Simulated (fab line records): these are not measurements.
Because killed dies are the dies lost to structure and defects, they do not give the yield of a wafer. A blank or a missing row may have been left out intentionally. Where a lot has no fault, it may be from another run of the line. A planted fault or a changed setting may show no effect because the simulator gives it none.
Lot-split experiment -- flow n5-finfet -- 21 wafers read from 7 lots, route of 1938 steps

ON THE SPLIT
At N5_PASSIVATION_ETCH_54 (etches SiO2 in CHF3/O2, target depth 880 nm, time 440 s), the setting time-s was moved away from the recipe's 440 s on 4 of the 21 wafers read, by -17.3% to +22.0%. This setting was run at the recipe's value on the other wafers.

The split's own step is where the reading is taken.

THE READING
PASSIVATION.feature-depth-nm (the simulator's own value, which no gauge read), in nm, at N5_PASSIVATION_ETCH_54 (etches SiO2 in CHF3/O2, target depth 880 nm, time 440 s). There is no usual value for it anywhere in the file. Here, 17 wafers ran the recipe; their average is 882.5 nm with a standard deviation of 16 nm.

wafer,"tool, chamber at the split","time-s as run, s",against the recipe,"PASSIVATION.feature-depth-nm, nm",against lot-mates on the recipe
L075.1,"rie-diel-06, 2",363.7,-17.3%,713.2,-185.7
L075.4,"rie-diel-06, 0",440,recipe,877.6,-
L075.6,"rie-diel-06, 3",440,recipe,920.2,-
L076.1,"rie-diel-05, 3",440,recipe,881,-
L076.2,"rie-diel-05, 1",370.3,-15.8%,753,-128.8
L076.5,"rie-diel-05, 3",440,recipe,882.6,-
L084.1,"rie-diel-05, 2",440,recipe,875.4,-
L084.5,"rie-diel-05, 3",440,recipe,867.4,-
L084.6,"rie-diel-05, 2",440,recipe,873.2,-
L089.3,"rie-diel-04, 0",440,recipe,879.6,-
L089.5,"rie-diel-04, 0",440,recipe,880.8,-
L089.6,"rie-diel-04, 2",440,recipe,863.8,-
L094.1,"rie-diel-06, 2",373.7,-15.1%,758.8,-143.6
L094.4,"rie-diel-06, 1",440,recipe,910.4,-
L094.6,"rie-diel-06, 2",440,recipe,894.4,-
L095.4,"rie-diel-04, 3",440,recipe,883.8,-
L095.5,"rie-diel-04, 0",440,recipe,867,-
L095.6,"rie-diel-04, 1",440,recipe,896.8,-
L097.4,"rie-diel-06, 2",440,recipe,890.2,-
L097.5,"rie-diel-06, 3",536.7,+22.0%,1120,+245.9
L097.6,"rie-diel-06, 0",440,recipe,858,-

THE FIT
A straight line over all 21 wafers: PASSIVATION.feature-depth-nm changes by +9.63 nm for each +1% of time-s; r = +0.98; the points scatter about the line by 17 nm.
The same after taking each lot's own level away (the mean of its wafers on the recipe; 21 wafers): +10.2 nm for each +1%; r = +0.99; scatter 14 nm.
Per that fit: largest time-s move, reading shift of 2.2e+02 nm.
Across the lots, their own levels run from 872.00 to 902.40 nm, a range of 1.9 times the standard deviation given above.
Consequently the slope shifts little with the lot-to-lot level, the two slopes agreeing.
Check: +210 nm against its lot-mates is what the line predicts for one of the wafers moved furthest among these (+22.0%) when that wafer is left out of the fit. It came out at +246 nm against them.

THE WHOLE CHAIN: every reading that the file lists as answering this split, in the file's order
step,what it does,reading,change (the file's fit),r (the file's)
N5_PASSIVATION_ETCH_54,"etches SiO2 in CHF3/O2, target depth 880 nm, time 440 s","etch.depth-nm (the simulator's own value, which no gauge read)",+10.2 nm for each +1% of the setting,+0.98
N5_PASSIVATION_ETCH_54,"etches SiO2 in CHF3/O2, target depth 880 nm, time 440 s","PASSIVATION.feature-depth-nm (the simulator's own value, which no gauge read)",+10.2 nm for each +1% of the setting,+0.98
N5_PASSIVATION_PROBE_49,,killed-at-other,"not straight: 838 at the lowest setting, 5 at the recipe, 2 at the highest",not given

FILE'S OWN FIT
PASSIVATION.feature-depth-nm changes by +10.2 nm for each +1% of time-s, r = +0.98.
